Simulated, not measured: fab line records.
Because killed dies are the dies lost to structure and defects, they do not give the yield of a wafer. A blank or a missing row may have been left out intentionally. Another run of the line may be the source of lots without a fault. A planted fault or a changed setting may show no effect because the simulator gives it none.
What tool caused it?	flow n5-finfet	9 lots, 27 wafers sampled, at 5 steps of a route of 1938

WHAT THE GAUGES SHOWED, per wafer
N5_HKMG_FIN_INSPECT_14: inspects for defects (macro). Usual: raw-defect-count at 2.2, with a standard deviation of 1.4.
lot	measured	on	raw-defect-count	flag
L821	day 4 00:18	defect-inspect-01	1 2 4	
L826	day 5 10:55	defect-inspect-02	4 2 2	
L827	day 5 14:49	defect-inspect-01	1 1 2	
L828	day 5 20:57	defect-inspect-02	2 3 3	
L829	day 6 02:53	defect-inspect-01	4 0 2	
L838	day 8 12:27	defect-inspect-02	4 2 4	
L840	day 8 21:58	defect-inspect-02	0 1 0	
L843	day 9 18:41	defect-inspect-01	3 5 2	
L844	day 9 20:42	defect-inspect-02	1 0 3	

N5_BEOL_M4_RC_MEAS_101. Usual: DIBL_N 36.4 mV/V, standard deviation 1.4; DIBL_P 36.4 mV/V, standard deviation 1.5; IOFF_N 0.156 nA/um, standard deviation 0.022; IOFF_P 0.210 nA/um, standard deviation 0.023; ION_N 675 uA/um, standard deviation 9.1; ION_P 463 uA/um, standard deviation 5.7; SS_N 71.6 mV/dec, standard deviation 0.45; SS_P 73.3 mV/dec, standard deviation 0.56; VT_N 250 mV, standard deviation 3.1; VT_P -250.3 mV, standard deviation 2.3.
lot	measured	on	DIBL_N (mV/V)	DIBL_P (mV/V)	IOFF_N (nA/um)	IOFF_P (nA/um)	ION_N (uA/um)	ION_P (uA/um)	SS_N (mV/dec)	SS_P (mV/dec)	VT_N (mV)	VT_P (mV)	flag
L821	day 9 06:28	prober-01	35.5 38.7 37.8	32.1 36.9 35.6	0.117 0.175 0.158	0.181 0.263 0.238	667 674 680	459 463 465	71.3 72.3 72.1	73.0 73.6 74.2	259 249 251	-252.0 -247.5 -249.4	
L826	day 10 07:53	prober-01	33.9 35.9 34.0	35.1 38.1 34.8	0.142 0.189 0.141	0.200 0.241 0.192	676 688 663	467 465 462	71.2 72.3 70.7	72.2 73.4 72.0	248 245 251	-251.3 -246.9 -251.6	
L827	day 10 13:27	prober-02	37.7 38.0 36.7	35.4 35.8 34.6	0.175 0.183 0.151	0.232 0.243 0.211	686 683 681	474 466 470	71.6 71.3 70.9	74.0 73.6 73.6	249 248 250	-249.3 -246.3 -248.6	
L828	day 10 18:31	prober-02	37.4 37.6 37.8	37.3 37.7 37.5	0.160 0.155 0.163	0.195 0.200 0.206	667 667 670	455 455 464	71.1 71.7 71.4	73.6 73.8 73.9	248 253 249	-254.0 -252.8 -251.3	
L829	day 11 01:58	prober-01	36.7 38.2 35.7	39.1 40.0 37.9	0.176 0.215 0.169	0.239 0.259 0.216	683 691 676	470 466 460	72.3 71.8 71.2	74.5 73.4 73.3	245 243 245	-248.6 -246.6 -248.6	
L838	day 13 13:28	prober-01	37.7 36.4 38.5	37.1 35.4 38.0	0.167 0.154 0.188	0.210 0.189 0.223	682 687 690	461 463 471	71.6 71.4 71.9	74.3 73.1 73.9	249 249 245	-251.9 -252.3 -251.3	
L840	day 13 23:07	prober-02	34.7 34.6 33.9	36.0 35.4 34.7	0.134 0.130 0.116	0.192 0.187 0.168	678 661 665	465 459 456	71.1 71.7 71.0	72.3 72.1 72.4	252 251 254	-251.0 -251.1 -252.2	
L843	day 14 15:42	prober-02	37.2 36.8 35.9	38.6 37.0 35.9	0.187 0.166 0.152	0.259 0.228 0.212	685 671 675	477 465 467	72.3 72.1 71.6	73.5 74.1 73.8	246 248 249	-249.3 -249.0 -250.1	
L844	day 15 06:20	prober-02	37.0 35.1 36.8	38.0 36.5 38.2	0.164 0.139 0.174	0.233 0.205 0.235	669 669 676	468 465 467	71.6 71.4 71.8	73.6 72.4 72.8	250 252 249	-249.7 -248.6 -249.1	

EACH LOT AND THE TOOL THAT RAN IT (in order: tool; ch and the chambers of the sampled wafers; start)
lot	N5_HKMG_FIN_ETCH_35	N5_HKMG_FIN_STRIP_92	N5_HKMG_FIN_ALD_91
L821	rie-diel-03 ch 1,2,3, day 4 00:40	rie-diel-03 ch 1,2,3, day 4 00:49	ald-metal-01 ch 1,2, day 4 01:20
L826	rie-diel-05 ch 0,2,3, day 5 11:14	rie-diel-05 ch 0,2,3, day 5 11:23	ald-metal-01 ch 0,1,2, day 5 11:55
L827	rie-diel-03 ch 0,1, day 5 15:09	rie-diel-03 ch 0,1, day 5 15:18	ald-metal-01 ch 1,2, day 5 15:50
L828	rie-diel-05 ch 1,2, day 5 21:17	rie-diel-05 ch 1,2, day 5 21:26	ald-metal-03 ch 0,1,2, day 5 21:58
L829	rie-diel-03 ch 0,1,2, day 6 03:14	rie-diel-03 ch 0,1,2, day 6 03:23	ald-metal-01 ch 0,1,2, day 6 03:55
L838	rie-diel-05 ch 1,2,3, day 8 12:47	rie-diel-05 ch 1,2,3, day 8 12:56	ald-metal-01 ch 0,1,2, day 8 13:28
L840	rie-diel-03 ch 1,2,3, day 8 22:19	rie-diel-03 ch 1,2,3, day 8 22:28	ald-metal-02 ch 2,3, day 8 22:59
L843	rie-diel-03 ch 1,2,3, day 9 19:02	rie-diel-03 ch 1,2,3, day 9 19:11	ald-metal-02 ch 0,1,3, day 9 19:42
L844	rie-diel-05 ch 0,1,2, day 9 21:07	rie-diel-05 ch 0,1,2, day 9 21:16	ald-metal-03 ch 0,3, day 9 21:47
- N5_HKMG_FIN_ETCH_35: etches SOC in N2/H2, target depth 215.8 nm, time 243.4 s.
- N5_HKMG_FIN_STRIP_92: strips SOC in N2/H2, time 20 s.
- N5_HKMG_FIN_ALD_91: deposits TiN, target thk 1 nm, pulse time 1 s, purge time 3 s.

AS READ BY THE TOOLS THEMSELVES (means over the sampled wafers that have a number; for cases with no such wafer, the mark the record gives instead)
N5_HKMG_FIN_ETCH_35. Usual: value, then standard deviation, for each; chamber-pressure-mTorr 30.004 mTorr / 0.028; drypump-motor-current-A 5.9 A / 0.56; oes-product-au 0.79 a.u. / 0.081; rf-vpp-V 142.0 V / 1; run-length-s 267.0 s / 0.37; showerhead-plenum-p-Torr 2.59 Torr / 0.086; throttle-valve-pct 17.79 % / 0.24.
lot	tool	chamber-pressure-mTorr (mTorr)	drypump-motor-current-A (A)	oes-product-au (a.u.)	rf-vpp-V (V)	run-length-s (s)	showerhead-plenum-p-Torr (Torr)	throttle-valve-pct (%)	flag
L821	rie-diel-03	30.004	6.2	0.75	141.4	267.0	2.54	17.90	
L826	rie-diel-05	29.993	6.0	0.74	142.0	274.4	2.65	17.85	OFF
L827	rie-diel-03	29.987	6.5	0.72	142.6	266.7	2.62	17.76	
L828	rie-diel-05	30.030	5.3	0.84	141.9	274.8	2.53	17.51	OFF
L829	rie-diel-03	30.004	6.3	0.79	142.3	266.8	2.66	17.81	
L838	rie-diel-05	30.003	5.7	0.76	141.2	266.9	2.57	17.69	
L840	rie-diel-03	30.000	6.2	0.79	141.8	266.9	2.63	17.82	
L843	rie-diel-03	30.011	6.2	0.78	142.6	267.0	2.63	17.84	
L844	rie-diel-05	29.980	5.5	0.76	141.0	267.0	2.58	17.77	

N5_HKMG_FIN_STRIP_92. Usual: chamber-pressure-mTorr 50.00 mTorr, standard deviation 0.044; drypump-motor-current-A 5.9 A, standard deviation 0.56; oes-product-au 0.79 a.u., standard deviation 0.082; rf-vpp-V 54.3 V, standard deviation 0.84; showerhead-plenum-p-Torr 3.42 Torr, standard deviation 0.11; throttle-valve-pct 18.9 %, standard deviation 0.39.
lot	tool	chamber-pressure-mTorr (mTorr)	drypump-motor-current-A (A)	oes-product-au (a.u.)	rf-vpp-V (V)	showerhead-plenum-p-Torr (Torr)	throttle-valve-pct (%)	flag
L821	rie-diel-03	50.03	6.2	0.75	53.8	3.35	19.0	
L826	rie-diel-05	50.02	6.0	0.74	54.9	3.49	19.0	
L827	rie-diel-03	50.00	6.5	0.71	55.4	3.46	18.9	
L828	rie-diel-05	50.03	5.2	0.84	54.3	3.34	18.4	
L829	rie-diel-03	49.98	6.3	0.80	54.2	3.51	19.0	
L838	rie-diel-05	49.98	5.7	0.76	54.8	3.39	18.7	
L840	rie-diel-03	50.01	6.2	0.79	54.8	3.47	18.9	
L843	rie-diel-03	50.02	6.2	0.79	54.6	3.46	19.0	
L844	rie-diel-05	50.01	5.5	0.77	54.4	3.40	18.9	

N5_HKMG_FIN_ALD_91. Usual: heater-power-w 900 W, standard deviation 140; precursor-pulse-height-rel 0.999, standard deviation 0.023.
lot	tool	heater-power-w (W)	precursor-pulse-height-rel	flag
L821	ald-metal-01	817	1.018	
L826	ald-metal-01	859	0.981	
L827	ald-metal-01	819	1.014	
L828	ald-metal-03	1022	1.001	
L829	ald-metal-01	848	1.006	
L838	ald-metal-01	882	0.992	
L840	ald-metal-02	1101	0.974	
L843	ald-metal-02	773	1.001	
L844	ald-metal-03	893	0.989	

THE ANSWER, worked out from the rows above alone
Rule: a lot is off if the mean of its wafers that have a number lies more than 3 standard deviations from the usual mean. Also off: a lot with no number at a reading for which 4 or more lots have one. All remaining lots with rows at the step are treated as sound. First the gauges in route order, then the tools' own readings, where a lot's mean is used as printed above. The first step at which some lot is off is used, and at that step the reading that is off furthest; a lot without a number counts as furthest.
Off, at N5_HKMG_FIN_ETCH_35 on run-length-s: L826, L828.
If a tool, at that step or one of the process steps before it, ran each lot that is off and ran no sound lot following the first of them, it fits. Not one of the candidates tried fits.

WHAT HAD BEEN PUT IN BY THE SIMULATOR
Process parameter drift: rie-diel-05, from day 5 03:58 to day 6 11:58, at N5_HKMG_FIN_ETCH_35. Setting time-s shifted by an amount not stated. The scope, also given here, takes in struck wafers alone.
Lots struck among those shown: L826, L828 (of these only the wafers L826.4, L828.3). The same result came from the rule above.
